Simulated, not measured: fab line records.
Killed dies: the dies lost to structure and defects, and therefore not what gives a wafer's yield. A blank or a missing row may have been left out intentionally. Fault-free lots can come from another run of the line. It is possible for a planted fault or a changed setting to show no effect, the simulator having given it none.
The tool behind it: which one?    flow n5-finfet    10 lots with 30 wafers sampled at 6 steps, on a route of 1938 steps

## WHAT THE GAUGES READ, wafer by wafer
N5_BEOL_M0_SAQP_CD_MEAS_14: target cd 42.5 nm.
lot   measured      on         cd-nm (nm)
L740  day 5 22:17   cd-sem-01  42.7 42.3 42.4
L744  day 6 18:30   cd-sem-03  45.6 45.0 44.7
L745  day 6 21:57   cd-sem-01  44.4 45.2 45.5
L753  day 9 01:31   cd-sem-01  42.9 42.3 43.0
L756  day 9 15:36   cd-sem-03  42.9 41.8 42.6
L758  day 10 08:43  cd-sem-01  42.4 42.5 43.2
L759  day 10 10:41  cd-sem-02  42.6 42.3 42.4
L760  day 11 00:15  cd-sem-03  42.9 43.0 42.7
L761  day 11 06:26  cd-sem-03  42.5 42.8 42.0
L762  day 11 07:17  cd-sem-02  41.7 43.0 42.7

N5_BEOL_M4_RC_MEAS_101.
lot   measured      on         DIBL_N (mV/V)   DIBL_P (mV/V)   IOFF_N (nA/um)  IOFF_P (nA/um)  ION_N (uA/um)  ION_P (uA/um)  SS_N (mV/dec)   SS_P (mV/dec)   VT_N (mV)    VT_P (mV)
L740  day 8 09:23   prober-02  39.1 42.8 39.8  41.0 44.9 39.7  0.19 0.27 0.20  0.25 0.32 0.21  673 691 665    457 466 449    72.4 72.8 72.5  73.9 75.0 73.8  251 246 248  -250 -248 -252
L744  day 9 03:44   prober-01  34.9 39.3 35.5  34.7 39.6 34.9  0.13 0.22 0.14  0.16 0.25 0.16  665 680 663    454 461 449    70.6 72.3 71.7  72.8 73.9 73.0  255 249 251  -254 -249 -255
L745  day 9 11:25   prober-01  36.3 33.8 38.1  35.4 32.8 38.9  0.17 0.13 0.24  0.21 0.16 0.27  660 655 694    449 454 462    72.2 71.0 71.6  73.8 72.8 74.5  251 255 244  -250 -252 -245
L753  day 11 03:53  prober-01  36.4 39.1 36.8  34.2 36.0 34.2  0.14 0.18 0.14  0.20 0.22 0.22  664 668 670    454 456 467    70.9 71.5 71.6  73.3 73.7 73.4  250 246 252  -251 -249 -248
L756  day 12 07:19  prober-02  37.8 38.4 37.0  36.1 36.1 35.6  0.15 0.17 0.15  0.22 0.22 0.22  676 679 685    467 465 476    72.1 72.0 71.7  73.2 73.1 73.2  249 250 249  -249 -248 -250
L758  day 12 15:27  prober-02  39.0 34.5 33.6  40.1 34.5 33.7  0.21 0.12 0.11  0.25 0.16 0.15  684 657 654    464 454 450    72.2 71.0 71.1  73.8 72.7 72.6  248 255 255  -249 -255 -254
L759  day 13 09:29  prober-02  35.5 34.2 37.4  35.2 34.1 36.8  0.15 0.12 0.19  0.21 0.18 0.22  669 669 668    460 459 456    72.0 71.5 73.1  72.5 72.3 73.3  250 255 247  -250 -251 -249
L760  day 13 12:19  prober-02  35.4 37.1 35.8  36.3 36.9 36.5  0.14 0.15 0.14  0.18 0.18 0.18  678 657 663    464 441 458    70.8 71.9 71.3  73.9 73.3 73.5  252 253 250  -254 -256 -256
L761  day 13 16:30  prober-01  36.7 37.6 35.3  36.9 36.4 34.9  0.18 0.17 0.13  0.19 0.18 0.17  676 668 651    455 445 452    71.4 71.6 70.8  74.0 73.9 72.3  246 247 251  -254 -255 -256
L762  day 14 01:40  prober-01  36.2 37.2 38.3  36.3 37.4 38.5  0.15 0.18 0.20  0.22 0.22 0.26  688 674 703    473 459 484    71.5 72.4 71.7  73.5 74.0 73.7  248 249 243  -250 -252 -248

## EACH LOT AND THE TOOL THAT RAN IT (in order: tool; ch and the chambers of the sampled wafers; start)
lot   N5_MOL_CONTACT_COAG_CMP_52     N5_BEOL_M0_SAQP_ILD_DEP_01       N5_BEOL_M0_SAQP_HM_DEP_111       N5_BEOL_M0_SAQP_PEB_12
L740  cmp-03 ch 1,2,3, day 5 15:28   pecvd-01 ch 0,1,2, day 5 19:04   pecvd-01 ch 0,2, day 5 21:50     litho-track-02 ch 0, day 5 22:13
L744  cmp-04 ch 1,3, day 6 13:28     pecvd-01 ch 0,1, day 6 17:09     pecvd-02 ch 0,1, day 6 18:11     litho-track-05 ch 0, day 6 18:26
L745  cmp-04 ch 1,2,3, day 6 16:11   pecvd-01 ch 0,1,2, day 6 20:09   pecvd-02 ch 0,2, day 6 21:29     litho-track-05 ch 0, day 6 21:53
L753  cmp-02 ch 0,2,3, day 8 21:03   pecvd-02 ch 0,1,2, day 9 00:46   pecvd-01 ch 0,1,2, day 9 01:11   litho-track-03 ch 0, day 9 01:26
L756  cmp-03 ch 0,1, day 9 08:59     pecvd-01 ch 0,1, day 9 12:49     pecvd-02 ch 0,1, day 9 15:09     litho-track-02 ch 0, day 9 15:32
L758  cmp-03 ch 1,3, day 10 01:47    pecvd-04 ch 1,2, day 10 06:45    pecvd-02 ch 0,1,2, day 10 08:17  litho-track-02 ch 0, day 10 08:39
L759  cmp-03 ch 0,1,2, day 10 05:58  pecvd-01 ch 0,1,2, day 10 09:46  pecvd-01 ch 0,1,2, day 10 10:14  litho-track-02 ch 0, day 10 10:37
L760  cmp-02 ch 0,3, day 10 19:03    pecvd-04 ch 0,1,2, day 10 22:43  pecvd-04 ch 0,2, day 10 23:56    litho-track-03 ch 0, day 11 00:11
L761  cmp-03 ch 0,2,3, day 10 22:30  pecvd-04 ch 0,2, day 11 02:10    pecvd-02 ch 0,1,2, day 11 06:07  litho-track-05 ch 0, day 11 06:22
L762  cmp-04 ch 1,3, day 10 23:01    pecvd-04 ch 0,1, day 11 05:10    pecvd-02 ch 0,1, day 11 06:50    litho-track-05 ch 0, day 11 07:13
- N5_MOL_CONTACT_COAG_CMP_52: polishes, stops on SiO2, t overpolish 1.5 s, target thk 66.5 nm.
- N5_BEOL_M0_SAQP_ILD_DEP_01: deposits SiOC from DEMS/O2, target thk 45.419 nm, time 8.7 s.
- N5_BEOL_M0_SAQP_HM_DEP_111: deposits SiO2 from SiH4/N2O, target thk 12 nm, time 7.2 s.
- N5_BEOL_M0_SAQP_PEB_12: peb time 60 s.

## AS READ BY THE TOOLS THEMSELVES (means over the sampled wafers that have a number; for cases with no such wafer, the mark the record gives instead)
N5_MOL_CONTACT_COAG_CMP_52.
lot   tool    motor-current-A (A)  overpolish-run-s (s)  slurry-flow-ml-min  time-to-endpoint-s (s)
L740  cmp-03  13.4                 1.500                 149.1               11.5
L744  cmp-04  11.8                 1.512                 149.1               9.7
L745  cmp-04  11.9                 1.512                 150.3               11.0
L753  cmp-02  10.5                 1.497                 149.7               13.6
L756  cmp-03  12.8                 1.497                 149.4               15.3
L758  cmp-03  13.2                 1.490                 150.1               10.9
L759  cmp-03  12.7                 1.497                 150.0               9.9
L760  cmp-02  11.5                 1.496                 150.2               12.1
L761  cmp-03  12.9                 1.494                 150.2               9.9
L762  cmp-04  11.5                 1.498                 150.0               7.7

N5_BEOL_M0_SAQP_ILD_DEP_01.
lot   tool      heater-power-w (W)  showerhead-plenum-p-Torr (Torr)  throttle-valve-pct (%)
L740  pecvd-01  557                 5.699                            11.7
L744  pecvd-01  588                 5.699                            12.0
L745  pecvd-01  548                 5.695                            11.8
L753  pecvd-02  485                 5.703                            11.2
L756  pecvd-01  603                 5.690                            11.8
L758  pecvd-04  585                 5.684                            12.2
L759  pecvd-01  530                 5.695                            11.7
L760  pecvd-04  575                 5.695                            12.5
L761  pecvd-04  523                 5.713                            12.7
L762  pecvd-04  494                 5.700                            12.8

N5_BEOL_M0_SAQP_HM_DEP_111.
lot   tool      heater-power-w (W)  showerhead-plenum-p-Torr (Torr)
L740  pecvd-01  975                 8.15
L744  pecvd-02  801                 8.22
L745  pecvd-02  920                 8.16
L753  pecvd-01  882                 8.20
L756  pecvd-02  709                 8.24
L758  pecvd-02  763                 8.22
L759  pecvd-01  885                 8.19
L760  pecvd-04  796                 8.30
L761  pecvd-02  726                 8.21
L762  pecvd-02  782                 8.23

## THE ANSWER, worked out from the rows above alone
Rule: what is usual is taken from the lots themselves. Put in order of their means at a reading, lots are off if they are a third of the lots or fewer, leave a main group of 4 or more, and stand apart from it by a gap of 3 or more times the standard deviation of the main group's means; of several such gaps the widest counts. If all means in a main group match to the digits the tables above print for the reading, that group is not used. A lot without any number at a reading at which 4 lots or more have one is off too. Where the step has rows for the other lots, those lots are counted as sound. First the gauges in route order, then the tools' own readings, where a lot's mean is used as printed above. The first step at which some lot is off is used, and at that step the reading that is off furthest; a lot without a number counts as furthest.
Off, at N5_BEOL_M0_SAQP_CD_MEAS_14 on cd-nm: L744, L745. Mean 42.6 nm and standard deviation 0.16 in the main group.
If a tool, at a process step before that reading, ran all the lots that are off and no sound lot after the first of them, it fits. Not tried: the gauges at N5_BEOL_M0_SAQP_CD_MEAS_14; whatever is off there is also off at N5_MOL_CONTACT_COAG_CMP_52, on other tools, and gauge error can't account for it. Of those tried, none fits.

## WHAT HAD BEEN PUT IN BY THE SIMULATOR
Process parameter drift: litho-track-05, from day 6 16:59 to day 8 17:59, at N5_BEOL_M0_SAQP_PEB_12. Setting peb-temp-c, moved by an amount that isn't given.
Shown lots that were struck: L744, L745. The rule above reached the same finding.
